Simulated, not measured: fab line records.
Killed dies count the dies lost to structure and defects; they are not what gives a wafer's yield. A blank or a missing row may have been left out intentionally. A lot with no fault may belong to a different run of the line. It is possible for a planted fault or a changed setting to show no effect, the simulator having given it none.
Split-lot trial -- flow n5Finfet -- route with 1938 steps; 7 lots, 21 wafers read

## SPLIT DETAILS
At N5_PASSIVATION_EXPOSE_27 (exposes mask PAD, defocus 0 nm), the setting doseMj was moved away from the recipe's 32.3 on 4 of the 21 wafers read, by -5.6% to +7.4%. All remaining wafers had this setting at the recipe value.

## FROM THE SPLIT TO THE READING: what the file shows between them, 3 steps
- N5_PASSIVATION_PEB_28
- N5_PASSIVATION_DEVELOP_29: develop time 60 s
- N5_PASSIVATION_HARDBAKE_31: time 120 s

## THE READING
At N5_PASSIVATION_CD_MEAS_30: cdNm in nanometres, against a target cd of 4000 nm. A value of 3999.7 nm with a standard deviation of 2.2 nm is what fault-free wafers of this fab line usually give.

wafer,"tool, chamber at the split",doseMj as run,against the recipe,"cdNm, nm",against lot-mates on the recipe
L075.2,"krfScanner-01, 0",32.3,recipe,4000.8,-
L075.3,"krfScanner-01, 0",32.3,recipe,4000.2,-
L075.4,"krfScanner-01, 0",32.3,recipe,3999.2,-
L077.4,"krfScanner-01, 0",32.3,recipe,4000.8,-
L077.5,"krfScanner-01, 0",31.19,-3.4%,3994.3,-7.7
L077.6,"krfScanner-01, 0",32.3,recipe,4003.2,-
L079.4,"krfScanner-02, 0",32.3,recipe,4005.7,-
L079.5,"krfScanner-02, 0",32.3,recipe,4002.6,-
L079.6,"krfScanner-02, 0",32.3,recipe,4000.3,-
L085.2,"krfScanner-02, 0",32.3,recipe,3998.8,-
L085.4,"krfScanner-02, 0",34.7,+7.4%,4010.8,+11.9
L085.6,"krfScanner-02, 0",32.3,recipe,3999.0,-
L086.2,"krfScanner-01, 0",32.3,recipe,4001.9,-
L086.4,"krfScanner-01, 0",30.48,-5.6%,3990.2,-11.7
L086.5,"krfScanner-01, 0",32.3,recipe,4001.9,-
L088.2,"krfScanner-02, 0",32.3,recipe,4000.7,-
L088.5,"krfScanner-02, 0",32.3,recipe,3999.0,-
L088.6,"krfScanner-02, 0",32.3,recipe,4000.6,-
L097.1,"krfScanner-02, 0",32.3,recipe,4000.8,-
L097.3,"krfScanner-02, 0",32.3,recipe,3998.0,-
L097.6,"krfScanner-02, 0",31.41,-2.8%,3993.2,-6.2

FIT RESULTS
A straight line over all 21 wafers: cdNm changes by +1.65 nm for each +1% of doseMj; r = +0.90; the points scatter about the line by 1.9 nm.
The same after taking each lot's own level away (the mean of its wafers on the recipe; 21 wafers): +1.85 nm for each +1%; r = +0.96; scatter 1.3 nm.
That fit puts the effect of the largest move of doseMj on the reading at 14 nm.
The span of the lots' own levels, 3998.90 to 4002.87 nm, comes to 1.8 times the standard deviation stated above.
So the lot-to-lot level changes the slope: the two fits differ.
Check: with one of the wafers moved furthest among these (+7.4%) left out of the fit, the line predicts +15.9 nm for it against its lot-mates. Against them it came out at +11.9 nm.

## THE OTHER SPLITS THESE WAFERS WENT THROUGH
Note: prior to the reading, these wafers also went through further splits. Each is held against what the fit with the lots' levels taken away leaves over:
other split on the same wafers,wafers away from the commonest value,r with cdNm (lot level and that fit taken away)
N5_MIM_BOT_ETCH_ETCH_00 biasW,6,+0.08

## THE FILE'S OWN FIT
cdNm changes by +1.86 nm for each +1% of doseMj, r = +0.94.
